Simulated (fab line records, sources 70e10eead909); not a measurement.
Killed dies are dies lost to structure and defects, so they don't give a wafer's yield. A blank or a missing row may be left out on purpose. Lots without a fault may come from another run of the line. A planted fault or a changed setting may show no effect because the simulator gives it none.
Chamber matching | flow nand_harc | NHARC_A_WL_FILL_ALD_19 on ald_metal-01: 4 sister chambers
The step deposits TiN, target thk 2 nm, pulse time 3 s, ald cycles 100. 18 wafers are shown with their chamber, then 9 later ones without.

WAFERS WITH THEIR CHAMBER
wafer  | chamber | heater_power_w (W) | precursor_pulse_height_rel
L076.2 | 3       | 1172               | 1.003
L076.3 | 2       | 1109               | 1.002
L076.6 | 1       | 1094               | 1.030
L077.1 | 1       | 1121               | 1.030
L077.4 | 3       | 1192               | 0.982
L077.6 | 0       | 1226               | 0.965
L081.1 | 2       | 1171               | 1.012
L081.2 | 0       | 1220               | 1.036
L081.5 | 1       | 1120               | 0.982
L086.1 | 3       | 1198               | 1.017
L086.2 | 1       | 1103               | 0.968
L086.4 | 2       | 1160               | 0.992
L091.2 | 0       | 1219               | 1.015
L091.3 | 1       | 1101               | 1.020
L091.6 | 1       | 1138               | 0.974
L092.1 | 1       | 1187               | 1.019
L092.2 | 3       | 1191               | 0.986
L092.3 | 0       | 1187               | 0.976

SIGNATURES (means of the wafers above)
reading                    | chamber 0 | chamber 1 | chamber 2 | chamber 3 | scatter within a chamber
heater_power_w             | 1213.00   | 1123.43   | 1146.67   | 1188.25   | 26.1
precursor_pulse_height_rel | 0.99800   | 1.00329   | 1.00200   | 0.99700   | 0.0251
Rule: a wafer's distance from a chamber is the root of the sum, over the readings, of the square of ((its reading less the chamber's mean) divided by the reading's scatter). The wafer belongs to the nearest chamber; if the next one is less than 2 further off, it can't be placed. The scatter: the root of (the sum of the squares of (reading less its chamber's mean) over the shown wafers, divided by (wafers less chambers)).

WAFERS WITHOUT THEIR CHAMBER
wafer  | heater_power_w (W) | precursor_pulse_height_rel
L092.4 | 1171               | 0.996
L092.5 | 1157               | 1.006
L092.6 | 1210               | 0.967
L094.1 | 1240               | 0.983
L094.2 | 1154               | 1.015
L094.4 | 1196               | 0.966
L097.4 | 1228               | 1.000
L097.5 | 1178               | 0.980
L097.6 | 1187               | 1.006

WHICH CHAMBER EACH WENT THROUGH
wafer  | from the rows above               | in truth
L092.4 | can't be placed: 3 or 2 or 0 or 1 | 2
L092.5 | can't be placed: 2 or 3 or 1 or 0 | 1
L092.6 | can't be placed: 0 or 3 or 2      | 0
L094.1 | can't be placed: 0 or 3           | 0
L094.2 | can't be placed: 2 or 1 or 3 or 0 | 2
L094.4 | can't be placed: 3 or 0 or 2 or 1 | 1
L097.4 | can't be placed: 0 or 3           | 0
L097.5 | can't be placed: 3 or 2 or 0 or 1 | 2
L097.6 | can't be placed: 3 or 0 or 2      | 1
Placed correctly: 0 of 9. Can't be placed from these rows: 9 (the true chamber is among the candidates in 8). Placed wrongly: 0.
